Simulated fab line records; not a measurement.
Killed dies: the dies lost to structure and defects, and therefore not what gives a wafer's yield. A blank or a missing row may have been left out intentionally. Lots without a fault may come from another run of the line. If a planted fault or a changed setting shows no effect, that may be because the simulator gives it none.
Chamber matching -- flow nandHarc -- NHARC_A_ZERO_WELL_ETCH_13 on rieSi-04: 4 sister chambers
The step etches the open film in HBr/Cl2, target depth 120 nm, time 40.1 s. 14 wafers are shown with their chamber, then 7 later ones without.

== WAFERS PAIRED WITH THEIR CHAMBERS ==
wafer,chamber,drypumpMotorCurrentA (A),throttleValvePct (%),oesProductAu (a.u.)
L772.3,2,6.3,26.402,0.999
L772.5,1,6.0,26.396,0.999
L772.6,2,6.3,26.411,0.997
L774.2,0,4.7,26.402,0.997
L774.3,1,6.0,26.418,1.006
L774.6,1,6.0,26.401,0.996
L777.1,3,6.6,26.398,0.995
L777.3,0,4.7,26.419,1.001
L777.5,1,6.0,26.390,1.002
L778.1,2,6.3,26.410,1.010
L778.2,3,6.6,26.389,1.000
L778.3,0,4.7,26.394,1.015
L780.2,2,6.4,26.412,1.015
L780.4,3,6.6,26.415,1.016

SIGNATURES (averages over the wafers above)
reading,chamber 0,chamber 1,chamber 2,chamber 3,scatter within a chamber
drypumpMotorCurrentA,4.700,6.000,6.325,6.600,0.0274
throttleValvePct,26.40500,26.40125,26.40875,26.40067,0.0108
oesProductAu,1.00433,1.00075,1.00525,1.00367,0.00836
Rule: a wafer lies at a distance from a chamber equal to the root of the sum of squares, over the readings, of (its reading less the chamber's mean, divided by the reading's scatter). The wafer belongs to the nearest chamber; if the next one is less than 2 further off, it can't be placed. The scatter is the square root of a quotient: the sum, over the shown wafers, of each reading's squared deviation from its chamber's mean, divided by wafers minus chambers.

== WAFERS WITH NO CHAMBER GIVEN ==
wafer,drypumpMotorCurrentA (A),throttleValvePct (%),oesProductAu (a.u.)
L780.6,4.7,26.419,1.004
L784.2,6.6,26.407,0.998
L784.4,6.4,26.408,1.017
L784.5,6.4,26.400,1.010
L795.3,4.7,26.406,1.005
L795.4,6.6,26.407,0.999
L795.6,6.0,26.412,1.001

== WHICH CHAMBER EACH ONE RAN IN ==
wafer,from the rows above,in truth
L780.6,0,0
L784.2,3,3
L784.4,2,2
L784.5,2,2
L795.3,0,0
L795.4,3,3
L795.6,1,1
Correctly placed: 7 of 7. From these rows, 0 cannot be placed. 0 placed wrongly.
